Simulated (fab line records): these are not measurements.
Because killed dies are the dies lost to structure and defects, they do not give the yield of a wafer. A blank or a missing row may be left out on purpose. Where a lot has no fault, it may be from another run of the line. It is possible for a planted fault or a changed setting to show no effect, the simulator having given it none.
fab line records + flow n5Finfet
[record]
- lots = 4
- wafers = 12
- lastDay = 17
route steps=1938 shown GATE_CUT@511 MOL_CONTACT_COAG@517 BEOL_M4@1111 PASSIVATION@1936
lots that met no fault: from a run of the same line without faults
startH: hours from the record's first day to the start of the lot's first wafer shown + waitH: how many hours have passed since the lot's step before this one + " identical to the entry in the row above + L1.1+2: one row covering several wafers at once + - either no value or no given start + * or withheld: withheld + < > ~ a bound
route shown NAME@n: a module of which the file shows steps, and the number in the route of the first + usual: the fault-free wafers' mean and standard deviation + same: alike in all rows + chamber/n: place in a boat + sites: each site's reading + _std_site: how widely they spread, as a standard deviation + _edge_site: the outer-site mean with the inner-site mean subtracted + radiusMm: for every site, how far away it sits from the centre of the wafer + mask NAME#n: copy n + behind: the most recent tool/chamber to have shaped the wafer + hold: the reason the lot was held/the length of the hold in hours/how it ended + device: the transistor (n, p or np) that didn't switch + end of line: the route-end tests of the same wafers + a step with no rows: only its recipe + killed: at the first sort, the dies lost to defects and structure; wafer yield is something else + map: the dies of a wafer, with x for killed, . for not killed, _ for no die there
set.NAME: setting as actually run; set.NAME@STEP: the setting as run at that earlier step + model.NAME: the simulator's own value behind a step, which no gauge read
lots at selected steps of the route; one table per step, one row per wafer
services: the hour from which a tool's chamber was out of use, counted from the record's first day as startH (under 0 if before that day), plus the number of hours and why
[[steps]]
[step N5_GATE_CUT_CMP_23]
[recipe]
- stopOn = SiO2
- tOverpolishS = 23.4
- postCmpClean = alkalineBrush
- downForcePsi = 2.5
- platenRpm = 51.8
- padVelocityMS = 1.0307
- targetThkNm = 16
[step N5_GATE_CUT_CMP_43]
[recipe]
- material = SiO2
- postCmpClean = rinseOnly
[step N5_GATE_CUT_CMP_61]
[recipe]
- stopOn = SiNx
- tOverpolishS = 3
- postCmpClean = alkalineBrush
- downForcePsi = 4
- platenRpm = 27.09
- padVelocityMS = 0.539
[step N5_MOL_CONTACT_COAG_COAT_103]
[recipe]
- resist = SOC
- tempC = 250
- timeS = 60
- spinRpm = 1500
- resistThkNm = 80
[step N5_MOL_CONTACT_COAG_COAT_104]
[recipe]
- resist = SiARC
- tempC = 220
- timeS = 60
- spinRpm = 1500
- resistThkNm = 12
[step N5_MOL_CONTACT_COAG_COAT_58]
[recipe]
- resist = underlayer
- tempC = 205
- timeS = 60
- spinRpm = 1500
- resistThkNm = 10
[step N5_MOL_CONTACT_COAG_COAT_02]
[recipe]
- resist = CAR-EUV
- spinRpm = 1500
- resistThkNm = 30
[step N5_MOL_CONTACT_COAG_EBR_04]
[recipe]
- solvent = PGMEA
- ebrWidthMm = 1.5
[step N5_MOL_CONTACT_COAG_SOFTBAKE_03]
[recipe]
- tempC = 110
- timeS = 60
- resist = CAR-EUV
[step N5_MOL_CONTACT_COAG_EXPOSE_05]
[recipe]
- maskId = CA
- na = 0.33
- sourceShape = annular
- sigmaInner = 0.4
- sigmaOuter = 0.8
- polarization = unpolarized
- defocusNm = 0
- doseMj = 38.25
[usual]
- exposureDoseMJCm2 = 38.21/0.059
- reticleTempC = 23.01/0.11
| lot.wafer | tool          | chamber | startH | waitH | mask | exposureDoseMJCm2 | reticleTempC |
|-----------|---------------|---------|--------|-------|------|-------------------|--------------|
| L488.1    | euvScanner-02 | 0       | 142.57 | -     | CA#0 | 38.14             | 23.11        |
| L488.5    | "             | 0       | "      | "     | CA#0 | 38.16             | 23.00        |
| L488.6    | "             | 0       | "      | "     | CA#0 | 38.10             | 22.94        |
| L492.1    | euvScanner-01 | 0       | 161.03 | -     | CA#0 | 38.21             | 23.05        |
| L492.2    | "             | 0       | "      | "     | CA#0 | 38.26             | 22.99        |
| L492.6    | "             | 0       | "      | "     | CA#0 | 38.28             | 23.06        |
| L496.1    | euvScanner-02 | 0       | 184.47 | -     | CA#0 | 36.39             | 23.12        |
| L496.4    | "             | 0       | "      | "     | CA#0 | 36.37             | 23.03        |
| L496.5    | "             | 0       | "      | "     | CA#0 | 36.33             | 22.98        |
| L499.1    | euvScanner-02 | 0       | 203.29 | -     | CA#0 | 36.78             | 22.83        |
| L499.4    | "             | 0       | "      | "     | CA#0 | 36.73             | 22.90        |
| L499.5    | "             | 0       | "      | "     | CA#0 | 36.72             | 22.66        |
[step N5_MOL_CONTACT_COAG_PEB_06]
[recipe]
- pebTempC = 100
- pebTimeS = 60
- resist = CAR-EUV
[step N5_MOL_CONTACT_COAG_DEVELOP_07]
[recipe]
- developTimeS = 30
- developer = TMAH
- resist = CAR-EUV
- rinseLiquid = surfactantRinse
- dry = airSpin
- devTempC = 23
[step N5_MOL_CONTACT_COAG_CD_MEAS_08]
[recipe]
- targetCdNm = 28
- landingEnergyEv = 500
- detector = seInlens
- polarity = opening
[usual]
- cdNm = 27.86/0.25
| lot.wafer | tool     | chamber | startH | waitH | cdNm  |
|-----------|----------|---------|--------|-------|-------|
| L488.1    | cdSem-01 | 0       | 142.70 | -     | 27.57 |
| L488.5    | "        | 0       | "      | "     | 27.54 |
| L488.6    | "        | 0       | "      | "     | 27.75 |
| L492.1    | cdSem-03 | 0       | 161.15 | -     | 27.67 |
| L492.2    | "        | 0       | "      | "     | 28.03 |
| L492.6    | "        | 0       | "      | "     | 27.92 |
| L496.1    | cdSem-02 | 0       | 184.60 | -     | 26.93 |
| L496.4    | "        | 0       | "      | "     | 26.62 |
| L496.5    | "        | 0       | "      | "     | 27.04 |
| L499.1    | cdSem-02 | 0       | 203.42 | -     | 26.76 |
| L499.4    | "        | 0       | "      | "     | 27.24 |
| L499.5    | "        | 0       | "      | "     | 27.12 |
[step N5_MOL_CONTACT_COAG_DESCUM_13]
[recipe]
- chemistry = O2
- timeS = 7
- sourcePowerW = 50
- biasPowerW = 20
- pressureMtorr = 20
- rfFrequencyHz = 2.712e+07
- tempC = 40
- resist = CAR-EUV
- o2FlowSccm = 225
[step N5_MOL_CONTACT_COAG_ETCH_59]
[recipe]
- chemistry = N2/H2
- target = underlayer
- targetDepthA = 130
- maskMaterial = CAR-EUV
- timeS = 10.4
- ionEnergyEv = 200
- pressureMtorr = 30
- sourceW = 840
- biasW = 150
- n2FlowSccm = 200
- h2FlowSccm = 200
- ends = cleared
[usual]
- drypumpMotorCurrentA = 5.4/0.37
- etchRfOnTimeS = 10.3/0.34
- oesProductAu = 0.67/0.073
- rfVppV = 524.3/2.6
- showerheadPlenumPTorr = 2.56/0.081
- throttleValvePct = 17.73/0.26
| lot.wafer | tool       | chamber | startH | waitH | drypumpMotorCurrentA | etchRfOnTimeS | oesProductAu | rfHoursCounterH | rfVppV | showerheadPlenumPTorr | throttleValvePct | model.MOL_CONTACT_COAG.cdOffsetNm |
|-----------|------------|---------|--------|-------|----------------------|---------------|--------------|-----------------|--------|-----------------------|------------------|-----------------------------------|
| L488.1    | rieDiel-05 | 0       | 142.86 | 0.0   | 5.4                  | 10.4          | 0.59         | 214             | 523.4  | 2.54                  | 18.11            | -0.4                              |
| L488.5    | "          | 1       | "      | "     | 5.3                  | 10.0          | 0.74         | -               | 525.8  | 2.67                  | 17.40            | -0.2                              |
| L488.6    | "          | 0       | "      | "     | 5.4                  | 10.4          | 0.60         | -               | 522.9  | 2.54                  | 18.10            | 0                                 |
| L492.1    | rieDiel-05 | 0       | 161.31 | 0.0   | 5.4                  | 10.5          | 0.59         | 217             | 523.4  | 2.53                  | 18.09            | -0.2                              |
| L492.2    | "          | 3       | "      | "     | 5.2                  | 10.3          | 0.75         | 41              | 522.3  | 2.49                  | 17.65            | -0.2                              |
| L492.6    | "          | 3       | "      | "     | 5.2                  | 10.2          | 0.75         | -               | 521.9  | 2.49                  | 17.65            | -0.4                              |
| L496.1    | rieDiel-06 | 3       | 184.76 | 0.0   | 5.5                  | 10.7          | 0.62         | 176             | 526.5  | 2.64                  | 17.75            | -1.2                              |
| L496.4    | "          | 2       | "      | "     | 5.8                  | 9.8           | 0.76         | 70              | 521.1  | 2.45                  | 17.57            | -1.2                              |
| L496.5    | "          | 1       | "      | "     | 5.6                  | 10.6          | 0.80         | -               | 522.9  | 2.51                  | 17.66            | -1                                |
| L499.1    | rieDiel-05 | 0       | 203.57 | 0.0   | 5.4                  | 10.5          | 0.58         | 231             | 522.3  | 2.53                  | 18.11            | -1                                |
| L499.4    | "          | 3       | "      | "     | 5.2                  | 10.3          | 0.73         | 55              | 522.9  | 2.49                  | 17.64            | -1.2                              |
| L499.5    | "          | 1       | "      | "     | 5.3                  | 10.0          | 0.72         | -               | 525.9  | 2.66                  | 17.42            | -0.8                              |
[step N5_MOL_CONTACT_COAG_ETCH_105]
[recipe]
- chemistry = CF4
- target = SiARC
- targetDepthA = 156
- maskMaterial = CAR-EUV
- timeS = 26
- ionEnergyEv = 80
- pressureMtorr = 40
- sourceW = 545
- biasW = 36
- Ar_flow_sccm = 100
- cf4FlowSccm = 100
- ends = cleared
[step N5_MOL_CONTACT_COAG_ETCH_106]
[recipe]
- chemistry = N2/H2
- target = SOC
- targetDepthA = 800
- overetchA = 160
- maskMaterial = SiARC
- tempC = 40
- timeS = 120
- ionEnergyEv = 200
- pressureMtorr = 30
- sourceW = 840
- biasW = 150
- n2FlowSccm = 200
- h2FlowSccm = 200
[step N5_MOL_CONTACT_COAG_STRIP_107]
[recipe]
- chemistry = N2/H2
- tempC = 40
- n2FlowSccm = 200
- h2FlowSccm = 200
- rfFrequencyHz = 6e+07
[step N5_MOL_CONTACT_COAG_STRIP_108]
[recipe]
- chemistry = N2/H2
- tempC = 40
- n2FlowSccm = 200
- h2FlowSccm = 200
- rfFrequencyHz = 6e+07
[step N5_MOL_CONTACT_COAG_CONTACT_ETCH_14]
[recipe]
- chemistry = C4F6/O2
- target = SiO2
- targetDepthA = 275
- overetchA = 85
- maskMaterial = SOC
- pressureMtorr = 30
- sourceW = 370
- biasW = 185
- Ar_flow_sccm = 300
- C4F6_flow_sccm = 16
- O2_flow_sccm = 10
- timeS = 20
- ionEnergyEv = 259.6
[step N5_MOL_CONTACT_COAG_STRIP_109]
[recipe]
- chemistry = C4F6/O2
- resist = SiARC
- rfFrequencyHz = 6e+07
[step N5_MOL_CONTACT_COAG_ETCH_15]
[recipe]
- chemistry = CH3F/O2
- target = SiNx
- targetDepthA = 70
- maskMaterial = SOC
- stopOn = Si:P
- overEtchFrac = 0.75
- ionEnergyEv = 120
- pressureMtorr = 30
- sourceW = 395
- biasW = 73
- Ar_flow_sccm = 150
- CH3F_flow_sccm = 30
- O2_flow_sccm = 20
[step N5_MOL_CONTACT_COAG_ETCH_110]
[recipe]
- chemistry = CF4/O2
- target = Si
- targetDepthA = 25
- timeS = 8
- pressureMtorr = 100
- sourceW = 200
- biasW = 12
- ionEnergyEv = 60
- Ar_flow_sccm = 100
- cf4FlowSccm = 100
- O2_flow_sccm = 10
[usual]
- drypumpMotorCurrentA = 5.4/0.37
- oesProductAu = 0.79/0.084
- rfVppV = 129/5.2
- showerheadPlenumPTorr = 2.24/0.071
- throttleValvePct = 10.72/0.23
| lot.wafer | tool       | chamber | startH | waitH | drypumpMotorCurrentA | oesProductAu | rfHoursCounterH | rfVppV | showerheadPlenumPTorr | throttleValvePct | model.MOL_CONTACT_COAG.cdOffsetNm |
|-----------|------------|---------|--------|-------|----------------------|--------------|-----------------|--------|-----------------------|------------------|-----------------------------------|
| L488.1    | rieDiel-05 | 0       | 143.10 | 0.0   | 5.4                  | 0.70         | 214             | 126    | 2.19                  | 10.94            | -0.2                              |
| L488.5    | "          | 1       | "      | "     | 5.3                  | 0.87         | -               | 134    | 2.34                  | 10.46            | -0.4                              |
| L488.6    | "          | 0       | "      | "     | 5.4                  | 0.70         | -               | 127    | 2.19                  | 10.95            | 0.4                               |
| L492.1    | rieDiel-05 | 0       | 161.56 | 0.0   | 5.4                  | 0.70         | 217             | 127    | 2.19                  | 10.95            | 0.2                               |
| L492.2    | "          | 3       | "      | "     | 5.2                  | 0.87         | 41              | 139    | 2.19                  | 10.51            | 0                                 |
| L492.6    | "          | 3       | "      | "     | 5.2                  | 0.87         | -               | 137    | 2.19                  | 10.49            | -0.2                              |
| L496.1    | rieDiel-06 | 3       | 185.00 | 0.0   | 5.5                  | 0.73         | 176             | 126    | 2.32                  | 10.85            | -1.4                              |
| L496.4    | "          | 2       | "      | "     | 5.8                  | 0.89         | 70              | 126    | 2.16                  | 10.63            | -0.6                              |
| L496.5    | "          | 1       | "      | "     | 5.5                  | 0.94         | -               | 124    | 2.19                  | 10.39            | -1                                |
| L499.1    | rieDiel-05 | 0       | 203.82 | 0.0   | 5.4                  | 0.70         | 231             | 125    | 2.18                  | 11.00            | -1.2                              |
| L499.4    | "          | 3       | "      | "     | 5.2                  | 0.86         | 55              | 137    | 2.18                  | 10.52            | -0.8                              |
| L499.5    | "          | 1       | "      | "     | 5.3                  | 0.85         | -               | 135    | 2.33                  | 10.49            | -1.4                              |
[step N5_MOL_CONTACT_COAG_STRIP_98]
[recipe]
- chemistry = N2/H2
- powerW = 500
- tempC = 40
- pressureMtorr = 50
- rfFrequencyHz = 6e+07
- overashFraction = 0.3
- biasPowerW = 8
- h2Frac = 0.5
- n2FlowSccm = 300
- h2FlowSccm = 300
[step N5_BEOL_M4_RC_MEAS_101]
[usual]
- DIBL_N = 36.7/2.6
- DIBL_P = 36.9/2.8
- IOFF_N = 0.17/0.043
- IOFF_P = 0.22/0.05
- ION_N = 678/15
- ION_P = 465/9.2
- SS_N = 71.6/0.79
- SS_P = 73.5/0.82
- VT_N = 250/3.9
- VT_P = -250/3.7
| lot.wafer | tool      | chamber | startH | waitH | DIBL_N[mV/V] | DIBL_P[mV/V] | IOFF_N[nA/um] | IOFF_P[nA/um] | ION_N[uA/um] | ION_P[uA/um] | SS_N[mV/dec] | SS_P[mV/dec] | VT_N[mV] | VT_P[mV] |
|-----------|-----------|---------|--------|-------|--------------|--------------|---------------|---------------|--------------|--------------|--------------|--------------|----------|----------|
| L488.1    | prober-02 | 0       | 242.13 | 0.0   | 36.8         | 35.1         | 0.16          | 0.23          | 671          | 465          | 71.4         | 72.6         | 249      | -247     |
| L488.5    | "         | 0       | "      | "     | 37.8         | 37.8         | 0.18          | 0.27          | 671          | 468          | 71.4         | 73.5         | 245      | -244     |
| L488.6    | "         | 0       | "      | "     | 33.3         | 30.9         | 0.10          | 0.16          | 661          | 457          | 70.8         | 71.7         | 257      | -251     |
| L492.1    | prober-01 | 0       | 251.36 | 0.0   | 40.1         | 40.0         | 0.20          | 0.26          | 697          | 484          | 72.1         | 74.0         | 245      | -247     |
| L492.2    | "         | 0       | "      | "     | 40.0         | 39.4         | 0.21          | 0.25          | 675          | 460          | 72.3         | 73.6         | 244      | -248     |
| L492.6    | "         | 0       | "      | "     | 40.2         | 39.5         | 0.22          | 0.26          | 686          | 472          | 72.6         | 73.9         | 244      | -248     |
| L496.1    | prober-02 | 0       | 269.62 | 0.0   | 36.2         | 36.6         | 0.16          | 0.23          | 686          | 475          | 71.5         | 74.0         | 249      | -249     |
| L496.4    | "         | 0       | "      | "     | 37.0         | 37.1         | 0.16          | 0.23          | 666          | 461          | 72.0         | 73.8         | 251      | -250     |
| L496.5    | "         | 0       | "      | "     | 36.6         | 37.5         | 0.16          | 0.24          | 661          | 457          | 71.4         | 73.4         | 250      | -248     |
| L499.1    | prober-02 | 0       | 300.41 | 0.0   | 34.9         | 35.5         | 0.14          | 0.20          | 678          | 465          | 71.7         | 72.9         | 252      | -250     |
| L499.4    | "         | 0       | "      | "     | 34.1         | 35.0         | 0.15          | 0.19          | 685          | 469          | 71.2         | 72.8         | 249      | -247     |
| L499.5    | "         | 0       | "      | "     | 31.8         | 32.6         | 0.11          | 0.17          | 674          | 469          | 71.5         | 72.2         | 254      | -249     |
[step N5_PASSIVATION_PROBE_49]
[usual]
- defectLimitedYield = 91.0/1.4
- killed_at_M0_to_M3 = 36/9.6
- killed_at_M4_up = 14/6.1
- killedAtContacts = 13/6.6
- killedAtFrontEnd = 40/11
- killedAtOther = 3.2/2.9
- killedDies = 106/17
- killedOpen = 71/12
- killedShort = 33/7.3
- sort_bin_5_function = 5.3/1
- sort_bin_6_memory = 3.4/0.68
- sortNPass = 1073/19
- sortYieldPct = 91.0/1.6
[same]
- grossDies = 1180
- killedAtBackSide = 0
- sort_bin_4_leakage[%] = 0
- sort_bin_8_speed[%] = 0
| lot.wafer | tool      | chamber | startH | waitH | defectLimitedYield[%] | killed_at_M0_to_M3 | killed_at_M4_up | killedAtContacts | killedAtFrontEnd | killedAtOther | killedDies | killedOpen | killedShort | sort_bin_5_function[%] | sort_bin_6_memory[%] | sortNPass | sortYieldPct[%] |
|-----------|-----------|---------|--------|-------|-----------------------|--------------------|-----------------|------------------|------------------|---------------|------------|------------|-------------|------------------------|----------------------|-----------|-----------------|
| L488.1    | prober-02 | -       | 353.60 | 0.0   | 91.3                  | 30                 | 15              | 11               | 44               | 3             | 103        | 65         | 32          | 5.6                    | 2.5                  | 1077      | 91.3            |
| L488.5    | prober-02 | -       | 353.80 | 0.2   | 90.6                  | 37                 | 9               | 15               | 49               | 1             | 111        | 71         | 36          | 5.2                    | 4.1                  | 1069      | 90.6            |
| L488.6    | prober-02 | -       | 353.85 | 0.3   | 90.3                  | 41                 | 15              | 13               | 45               | 1             | 115        | 86         | 27          | 6.1                    | 3.3                  | 1065      | 90.3            |
| L496.1    | prober-01 | -       | 372.59 | 0.0   | 90.0                  | 39                 | 21              | 14               | 41               | 3             | 118        | 81         | 34          | 6.4                    | 3.1                  | 1062      | 90.0            |
| L496.4    | prober-01 | -       | 372.74 | 0.2   | 91.7                  | 29                 | 23              | 14               | 30               | 2             | 98         | 68         | 27          | 5.1                    | 2.7                  | 1082      | 91.7            |
| L496.5    | prober-01 | -       | 372.79 | 0.2   | 88.5                  | 37                 | 23              | 26               | 48               | 2             | 136        | 88         | 47          | 5.8                    | 5.5                  | 1044      | 88.5            |
| L499.1    | prober-01 | -       | 409.42 | 0.0   | 90.3                  | 35                 | 26              | 15               | 34               | 5             | 115        | 81         | 28          | 5.6                    | 3.9                  | 1065      | 90.3            |
| L499.4    | prober-01 | -       | 409.57 | 0.2   | 88.7                  | 31                 | 17              | 18               | 51               | 16            | 133        | 76         | 37          | 7.4                    | 3.7                  | 1047      | 88.7            |
| L499.5    | prober-01 | -       | 409.62 | 0.2   | 92.2                  | 33                 | 7               | 14               | 35               | 3             | 92         | 61         | 27          | 4.2                    | 3.3                  | 1088      | 92.2            |
// killed by level:class
L488.1 BEOL_M1:geometricParticle:open=11 MOL_CONTACT_COAG:geometricParticle:open=9 DUMMY_GATE:geometricParticle:open=8 BEOL_M0_SAQP:geometricParticle:open=7 FIN_SAQP:geometricParticle:open=6 DUMMY_GATE:geometricParticle:short=5 BEOL_M0_SAQP:geometricParticle:short=5 BEOL_M5:geometricParticle:open=5
L488.5 STI_FIN_REVEAL:geometricParticle:open=18 BEOL_M2:geometricParticle:open=13 MOL_CONTACT_COAG:geometricParticle:open=10 BEOL_M0_SAQP:geometricParticle:short=7 FIN_SAQP:geometricParticle:open=5 FIN_SAQP:geometricParticle:short=5 BEOL_M1:geometricParticle:open=5 DUMMY_GATE:geometricParticle:open=4
L488.6 STI_FIN_REVEAL:geometricParticle:open=20 MOL_CONTACT_COAG:geometricParticle:open=10 BEOL_M2:geometricParticle:open=10 BEOL_M0_SAQP:geometricParticle:short=9 BEOL_M0_SAQP:geometricParticle:open=7 DUMMY_GATE:geometricParticle:open=7 BEOL_M1:geometricParticle:open=7 BEOL_M5:geometricParticle:open=6
L496.1 STI_FIN_REVEAL:geometricParticle:open=15 BEOL_M0_SAQP:geometricParticle:open=13 MOL_CONTACT_COAG:geometricParticle:open=11 BEOL_M4:geometricParticle:open=9 FIN_SAQP:geometricParticle:short=5 STI_FIN_REVEAL:geometricParticle:short=5 BEOL_M0_SAQP:geometricParticle:short=5 BEOL_M1:geometricParticle:open=5
L496.4 MOL_CONTACT_COAG:geometricParticle:open=10 BEOL_M4:geometricParticle:open=10 STI_FIN_REVEAL:geometricParticle:open=8 BEOL_M0_SAQP:geometricParticle:short=6 FIN_SAQP:geometricParticle:open=5 DUMMY_GATE:geometricParticle:open=5 BEOL_M0_SAQP:geometricParticle:open=5 BEOL_M0:geometricParticle:open=5
L496.5 MOL_CONTACT_COAG:geometricParticle:open=18 BEOL_M4:geometricParticle:open=13 BEOL_M0_SAQP:geometricParticle:short=13 STI_FIN_REVEAL:geometricParticle:open=10 FIN_SAQP:geometricParticle:open=8 MOL_CONTACT_COAG:geometricParticle:short=8 BEOL_M0_SAQP:geometricParticle:open=7 FIN_SAQP:geometricParticle:short=6
L499.1 MOL_CONTACT_COAG:geometricParticle:open=12 BEOL_M1:geometricParticle:open=11 BEOL_M2:geometricParticle:open=9 BEOL_M5:geometricParticle:open=7 FIN_SAQP:geometricParticle:open=6 STI_FIN_REVEAL:geometricParticle:open=6 BEOL_M4:geometricParticle:short=6 FIN_CUT:geometricParticle:open=4
L499.4 FIN_SAQP:geometricParticle:open=17 PASSIVATION:areaEtch=14 MOL_CONTACT_COAG:geometricParticle:open=13 FIN_SAQP:geometricParticle:short=11 STI_FIN_REVEAL:geometricParticle:open=7 BEOL_M0_SAQP:geometricParticle:short=6 BEOL_M1:geometricParticle:open=6 BEOL_M4:geometricParticle:open=6
L499.5 MOL_CONTACT_COAG:geometricParticle:open=12 BEOL_M1:geometricParticle:open=9 FIN_SAQP:geometricParticle:open=8 STI_FIN_REVEAL:geometricParticle:open=8 FIN_SAQP:geometricParticle:short=7 BEOL_M2:geometricParticle:open=7 BEOL_M0_SAQP:geometricParticle:open=5 BEOL_M1:geometricParticle:short=4
[[services]]
| tool          | chamber | startH | hours | kind                        |
|---------------|---------|--------|-------|-----------------------------|
| euvScanner-01 | -       | 123.78 | 1.3   | repair                      |
| rieDiel-06    | 1       | 125.03 | -     | clean                       |
| rieDiel-06    | 1       | 125.03 | -     | consumableReplace:focusRing |
| rieDiel-06    | 1       | 125.03 | 21.7  | scheduledDown               |
| rieDiel-06    | 1       | 125.03 | 21.7  | ventCycle                   |
| euvScanner-02 | -       | 126.27 | 4.6   | pm                          |
| euvScanner-02 | -       | 134.98 | 1.0   | pm                          |
| euvScanner-02 | 0       | 145.01 | -     | calibration                 |
| euvScanner-01 | -       | 155.99 | 1.0   | pm                          |
| euvScanner-02 | -       | 167.19 | 0.7   | repair                      |
| euvScanner-01 | -       | 169.33 | 0.5   | repair                      |
| euvScanner-01 | -       | 179.81 | 5.8   | pm                          |
| euvScanner-02 | -       | 191.13 | 1.0   | pm                          |
[[key]]
[firstSign]
- step = N5_MOL_CONTACT_COAG_EXPOSE_05
- reading = exposureDoseMJCm2
- direction = down
- sigmas = 28
- usual = 38.21
- struck = 36.55
[effect]
- step = N5_MOL_CONTACT_COAG_CD_MEAS_08
- reading = cdNm
- direction = down
- sigmas = 3.6
- usual = 27.86
- struck = 26.95
- through = controlLoop
[modelEffect]
- step = N5_MOL_CONTACT_COAG_ETCH_59
- value = MOL_CONTACT_COAG.cdOffsetNm
- without = -0.06667
- struck = -1.067
[modelEffect]
- step = N5_MOL_CONTACT_COAG_ETCH_110
- value = MOL_CONTACT_COAG.cdOffsetNm
- without = 0
- struck = -1.067
metAt N5_MOL_CONTACT_COAG_EXPOSE_05
struckWafers L496.1,L496.4,L496.5,L499.1,L499.4,L499.5
[loopTrim]
- step = N5_MOL_CONTACT_COAG_EXPOSE_05
- setting = dose
- lots = L499
[baselineLoss]
- step = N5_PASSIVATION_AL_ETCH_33
- wafers = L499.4
onsetBetween 142.57 184.47
[fault]
- kind = processParameterDrift
- tool = euvScanner-02
- chamber = -
- onsetH = 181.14
- steps = N5_MOL_CONTACT_COAG_EXPOSE_05
- channel = doseMj
- offset = -1.8189
- shape = step
- actsIn = theseRecipesOnly
- stated = 38.25
// loopTrim: a control loop set the setting to another value than it would have without faults
// baselineLoss: these wafers lose ten dies or more at that step, a loss of the line's own and not of a fault; the sort's usual values leave them out
